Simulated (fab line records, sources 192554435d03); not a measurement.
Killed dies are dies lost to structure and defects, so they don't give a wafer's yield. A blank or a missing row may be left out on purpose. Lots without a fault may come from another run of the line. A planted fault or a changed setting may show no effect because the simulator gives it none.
A struck lot beside a sound one | flow n5_finfet | 28 steps out of a route of 1938
Sound: wafers L307.1, L307.4, L307.6. Struck: wafer L317.3. (L317.1, L317.6 of the same lot were not struck and are left out.) The cause comes at the end.
At each step with rows: each side's tool, then ch and its chambers, then its first start. Under that, the readings that differ: sound wafers | struck wafers | difference of the means | sigmas: that difference in standard deviations of wafers without a fault.
alike: readings whose means differ by less than 2 such deviations, and words and numbers that are the same on both sides. not compared: withheld readings, readings that some wafer has no value for, bounds like >300 that may hide the same value, and numbers for which the record gives no deviation and whose values overlap.
The two part at a step that has a row with sigmas, a row that says differs or no value, or rows on one side only. Numbers that don't overlap but have no deviation are shown without sigmas and don't part them. A reading that every wafer of one side lacks parts them only if that side has two wafers or more.

first, 9 steps without rows for these wafers: N5_BEOL_M0_SAQP_PEB_38 (peb time 60 s); N5_BEOL_M0_SAQP_DEVELOP_39 (develop time 30 s); N5_BEOL_M0_SAQP_DESCUM_45 (chemistry O2, time 7 s); N5_BEOL_M0_SAQP_ETCH_88 (etches underlayer in N2/H2, target depth 6.5 nm, time 5.2 s); N5_BEOL_M0_SAQP_ETCH_73 (etches SiARC in CF4, target depth 19.5 nm, time 32.5 s); N5_BEOL_M0_SAQP_CUT_ETCH_46 (etches SOC in N2/H2, target depth 135 nm, overetch 27 nm, time 202.5 s); N5_BEOL_M0_SAQP_STRIP_74 (strips in N2/H2); N5_BEOL_M0_SAQP_STRIP_89 (strips in N2/H2); N5_BEOL_M0_SAQP_ALD_48 (deposits SiO2, target thk 20 nm, pulse time 1 s, co reactant pulse time 1 s).
N5_BEOL_M0_SAQP_ETCH_49: etches SiO2 in CF4/O2, target depth 37 nm.
  sound on rie_diel-01 ch 1,2,3, day 8 03:10; struck on rie_diel-01 ch 2, day 10 10:39
  reading                                       | sound             | struck | difference | sigmas
  oes_product_au (a.u.)                         | 0.88 0.68 0.75    | 1.09   | +0.32      | +4
  model.BEOL_M0_SAQP.feature_depth_nm (nm)      | 37.2 36.2 36      | 53.4   | +16.9      |
  model.etch.depth_nm (nm)                      | 37.24 36.21 36.06 | 53.38  | +16.88     |
  model.SOC_of_BEOL_M0_SAQP_COAT_69.thk_nm (nm) | 70.6 71 71        | 62.2   | -8.7       |
  alike: O2_flow_sccm, drypump_motor_current_A, mfc_ar_sccm, rf_vpp_V, showerhead_plenum_p_Torr, throttle_valve_pct
  not compared: rf_hours_counter_h
then, 10 steps without rows for these wafers: N5_BEOL_M0_SAQP_STRIP_75 (strips in CF4); N5_BEOL_M0_CUTY_COAT_50 (time 60 s, resist thk 15 nm); N5_BEOL_M0_CUTY_COAT_51 (resist thk 150 nm); N5_BEOL_M0_CUTY_EBR_52; N5_BEOL_M0_CUTY_SOFTBAKE_53 (time 60 s); N5_BEOL_M0_CUTY_EXPOSE_54 (exposes mask M0 ABLK); N5_BEOL_M0_CUTY_PEB_55 (peb time 60 s); N5_BEOL_M0_CUTY_DEVELOP_56 (develop time 30 s); N5_BEOL_M0_CUTY_DESCUM_61 (chemistry O2, time 7.9 s); N5_BEOL_M0_CUTY_ETCH_62 (etches SiARC in CF4, time 58.5 s).
N5_BEOL_M0_CUTY_ETCH_63: etches SOC in N2/H2, target depth 82.7 nm, overetch 16.5 nm, time 124 s.
  sound on rie_diel-06 ch 0,1, day 8 03:43; struck on rie_diel-06 ch 0, day 10 11:11
  reading                  | sound             | struck | difference | sigmas
  model.etch.depth_nm (nm) | 70.53 71.05 71.06 | 62.11  | -8.77      |
  alike: drypump_motor_current_A, h2_flow_sccm, oes_product_au, rf_vpp_V, showerhead_plenum_p_Torr, throttle_valve_pct
  not compared: rf_hours_counter_h
then, 3 steps without rows for these wafers: N5_BEOL_M0_CUTY_STRIP_64 (strips in N2/H2); N5_BEOL_M0_ETCH_138 (etches SiCN in CH3F/O2, target depth 12 nm, time 31.6 s); N5_BEOL_M0_HM_OPEN_105 (chemistry Cl2/BCl3, target TiN, target depth 12 nm).
N5_BEOL_M0_STRIP_140: strips in CF4.
  sound on rie_diel-04 ch 0,2,3, day 8 05:29; struck on rie_diel-04 ch 3, day 10 12:37
  reading                                       | sound      | struck | difference | sigmas
  model.SiO2_of_BEOL_M0_SAQP_ALD_48.thk_nm (nm) | 11.2 12 12 | 5.6    | -6.1       |
  alike: drypump_motor_current_A, oes_product_au, power_w, rf_vpp_V, showerhead_plenum_p_Torr, throttle_valve_pct
  not compared: rf_hours_counter_h
then, 1 step without rows for these wafers: N5_BEOL_M0_STRIP_104 (strips in N2/H2).
N5_BEOL_M4_RC_MEAS_101:
  sound on prober-02 ch 0, day 10 01:52; struck on prober-02 ch 0, day 12 10:30
  reading       | sound       | struck | difference | sigmas
  ION_N (uA/um) | 681 696 679 | 648    | -37        | -2
  ION_P (uA/um) | 476 481 464 | 447    | -27        | -3
  alike: DIBL_N, DIBL_P, IOFF_N, IOFF_P, SS_N, SS_P, VT_N, VT_P
-- the record jumps here: 4 days lie between the struck wafers' starts before and after (it left off in module BEOL_M4 and takes up again in module PASSIVATION, whose first step shown is number 1936 of the route) --
N5_PASSIVATION_PROBE_49:
  sound on prober-01, day 14 13:47; struck on prober-02, day 16 21:49
  alike: defect_limited_yield, killed_at_M0_to_M3, killed_at_M4_up, killed_at_contacts, killed_at_front_end, killed_at_other, killed_dies, killed_open, killed_short, sort_bin_5_function, sort_bin_6_memory, sort_n_pass, sort_yield_pct

WHERE THEY PART
First at N5_BEOL_M0_SAQP_ETCH_49; last, within this record, at N5_BEOL_M4_RC_MEAS_101. Later steps at which nothing parts them and some readings are alike: N5_PASSIVATION_PROBE_49.

WHY: what the simulator had put in
Process parameter drift: rie_diel-01, from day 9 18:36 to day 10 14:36, at N5_BEOL_M0_SAQP_ETCH_49. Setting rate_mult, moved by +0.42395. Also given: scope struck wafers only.
